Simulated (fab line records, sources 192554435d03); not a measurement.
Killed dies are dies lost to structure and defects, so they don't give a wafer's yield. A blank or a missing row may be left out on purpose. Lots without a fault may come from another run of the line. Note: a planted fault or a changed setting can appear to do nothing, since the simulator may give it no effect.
Matching of chambers	flow n5-finfet	N5_FIN_SAQP_ETCH_52 on rie-diel-06: 4 sister chambers
The step etches SOC in N2/H2, target depth 100 nm, overetch 20 nm, time 150 s. 18 wafers are shown with their chamber, then 9 later ones without.

== EACH WAFER AND ITS CHAMBER ==
wafer	chamber	showerhead-plenum-p-Torr (Torr)	throttle-valve-pct (%)	drypump-motor-current-A (A)
L075.1	2	2.40	17.86	5.4
L075.2	1	2.66	18.10	5.4
L075.4	3	2.50	18.26	4.9
L079.3	0	2.55	17.72	5.8
L079.4	2	2.40	17.88	5.4
L079.6	3	2.49	18.28	5.0
L082.1	0	2.54	17.71	5.8
L082.3	1	2.65	18.16	5.4
L082.6	3	2.49	18.28	4.9
L083.2	1	2.65	18.15	5.3
L083.5	3	2.49	18.28	4.9
L083.6	1	2.65	18.15	5.4
L085.2	0	2.54	17.71	5.8
L085.4	3	2.49	18.29	4.9
L085.5	1	2.65	18.14	5.3
L088.1	0	2.54	17.73	5.8
L088.4	0	2.54	17.74	5.8
L088.5	1	2.65	18.16	5.4

SIGNATURES (means of the wafers above)
reading	chamber 0	chamber 1	chamber 2	chamber 3	scatter within a chamber
showerhead-plenum-p-Torr	2.5420	2.6517	2.4000	2.4920	0.00417
throttle-valve-pct	17.7220	18.1433	17.8700	18.2780	0.0167
drypump-motor-current-A	5.800	5.367	5.400	4.920	0.039
Rule: for each reading, subtract the chamber's mean from the wafer's reading, divide by that reading's scatter and square the result; add these up over the readings and take the root, which gives the wafer's distance from the chamber. The wafer belongs to the nearest chamber; if the next one is less than 2 further off, it can't be placed. How the scatter is found: for the shown wafers, subtract from each reading the mean of its chamber, square and add these, divide the total by (wafers less chambers), then take the root.

== WAFERS MISSING THEIR CHAMBER ==
wafer	showerhead-plenum-p-Torr (Torr)	throttle-valve-pct (%)	drypump-motor-current-A (A)
L089.1	2.53	17.75	5.8
L089.2	2.72	17.47	5.4
L089.6	2.72	17.44	5.4
L091.2	2.64	18.19	5.3
L091.4	2.53	17.76	5.8
L091.5	2.53	17.77	5.8
L094.3	2.48	17.81	4.9
L094.5	2.71	17.48	5.4
L094.6	2.48	17.82	4.9

== THE CHAMBER EACH PASSED THROUGH ==
wafer	from the rows above	in truth
L089.1	0	0
L089.2	1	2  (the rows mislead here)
L089.6	can't be placed: 1 or 0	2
L091.2	1	1
L091.4	0	0
L091.5	0	0
L094.3	2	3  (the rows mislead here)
L094.5	can't be placed: 1 or 0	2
L094.6	2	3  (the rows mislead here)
4 of 9 placed correctly. Cannot be placed on the basis of these rows: 2; the candidates contain the true chamber in 0. 3 placed wrongly.
